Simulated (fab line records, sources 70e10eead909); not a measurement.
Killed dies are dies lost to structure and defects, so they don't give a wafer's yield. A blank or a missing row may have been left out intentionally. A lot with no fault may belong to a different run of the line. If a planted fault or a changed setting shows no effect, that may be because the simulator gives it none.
A struck lot beside a sound one    flow nand_harc    14 steps out of a route of 1302
Sound: the wafers L272.1, L272.4, L272.5. Struck: wafers L263.1, L263.5. (L263.2 of the same lot was not struck and is left out.) The cause comes at the end.
For every step that has rows: the tool of each side, followed by ch and its chambers, followed by its first start. Under that, the readings that differ: sound wafers    struck wafers    difference of the means    sigmas: that difference in standard deviations of wafers without a fault.
alike: readings whose means differ by less than 2 such deviations, and words and numbers that are the same on both sides. not compared: withheld readings, readings that some wafer has no value for, bounds like >300 that may hide the same value, and numbers for which the record gives no deviation and whose values overlap.
The two part at a step that has a row with sigmas, a row that says differs or no value, or rows on one side only. Non-overlapping numbers with no deviation appear without sigmas and do not part them. A reading missing from all wafers of one side parts the sides only when that side holds two or more wafers.

NHARC_A_WL_FILL_ALD_10: deposits SiO2, target thk 50 nm, pulse time 10 s, ald cycles 500.
  sound on ald_hk-01 ch 1,3, day 27 11:46; struck on ald_hk-04 ch 0,2, day 24 15:55
  alike: heater_power_outer_w, heater_power_w, precursor_pulse_height_rel
NHARC_A_WL_FILL_ETCHBACK_16: etches the open film in C4F8/O2/Ar, target depth 120 nm, time 24 s.
  sound on rie_diel-10 ch 0,1,3; struck on rie_diel-08 ch 0,2
  alike: oes_product_au, rf_vpp_V
  not compared: rf_hours_counter_h
NHARC_A_WL_FILL_STRIP_29: strips in O2, time 20 s.
  sound on rie_diel-10 ch 0,2, day 27 15:59; struck on rie_diel-08 ch 1,2, day 24 19:05
reading                sound              struck       difference  sigmas
oes_product_au (a.u.)  1.004 1.007 1.003  0.986 0.980  -0.022      -2
  alike: drypump_motor_current_A, mfc_ar_sccm, rf_vpp_V, showerhead_plenum_p_Torr, throttle_valve_pct
  not compared: rf_hours_counter_h
NHARC_A_WL_FILL_ETCHBACK_17: etches the open film in Cl2/BCl3, target depth 4 nm, time 26.7 s.
  sound on rie_metal-03 ch 0,1, day 27 16:06; struck on rie_metal-02 ch 0,1, day 24 19:10
  alike: drypump_motor_current_A, oes_product_au
  not compared: rf_hours_counter_h
then, 3 steps without rows for these wafers: NHARC_A_WL_FILL_PRECLEAN_18 (cleans in dHF, time 30 s); NHARC_A_WL_FILL_SRD_21; NHARC_A_WL_FILL_CVD_23 (deposits poly-Si, target thk 40 nm, time 800 s).
NHARC_A_WL_FILL_ETCHBACK_26: etches the open film in HBr, target depth 52 nm, time 13.3 s.
  sound on rie_si-05 ch 0,1, day 27 21:10; struck on rie_si-05 ch 0,2, day 25 00:26
  alike: drypump_motor_current_A, oes_product_au, throttle_valve_pct
  not compared: rf_hours_counter_h
then, 3 steps without rows for these wafers: NHARC_A_WL_FILL_PRECLEAN_30 (cleans in dHF, time 10 s); NHARC_A_WL_FILL_SRD_14; NHARC_A_WL_FILL_ALD_19 (deposits TiN, target thk 2 nm, pulse time 3 s, ald cycles 100).
NHARC_A_WL_FILL_CVD_20: deposits W, target thk 100 nm, time 74 s.
  sound on cvd_w-02 ch 0,1, day 27 21:39; struck on cvd_w-02 ch 0, day 25 00:53
reading                 sound           struck     difference  sigmas
throttle_valve_pct (%)  8.26 7.67 8.00  8.51 8.43  +0.49       +2
  alike: heater_power_outer_w, heater_power_w, mfc_ar_sccm
NHARC_A_WL_FILL_CMP_12: polishes, t overpolish 30 s, target thk 100 nm.
  sound on cmp-02 ch 1,2, day 27 21:48; struck on cmp-02 ch 2,3, day 25 01:07
reading                 sound           struck    difference  sigmas
time_to_endpoint_s (s)  18.0 21.7 22.4  8.5 14.4  -9.2        -4
  alike: motor_current_A, overpolish_run_s
-- break in the record here, with 5 days between the starts of the struck wafers on either side (left off in module A_WL_FILL, picked up again in module END, where the first step shown is number 1302 on the route) --
NHARC_END_SORT_01:
  the record has rows for the struck wafers here (prober-01 ch 0, day 30 00:29) and none for the sound ones

## WHERE THEY PART
At NHARC_A_WL_FILL_STRIP_29 first; at NHARC_END_SORT_01 last (within this record only).

WHY: whatever the simulator had introduced
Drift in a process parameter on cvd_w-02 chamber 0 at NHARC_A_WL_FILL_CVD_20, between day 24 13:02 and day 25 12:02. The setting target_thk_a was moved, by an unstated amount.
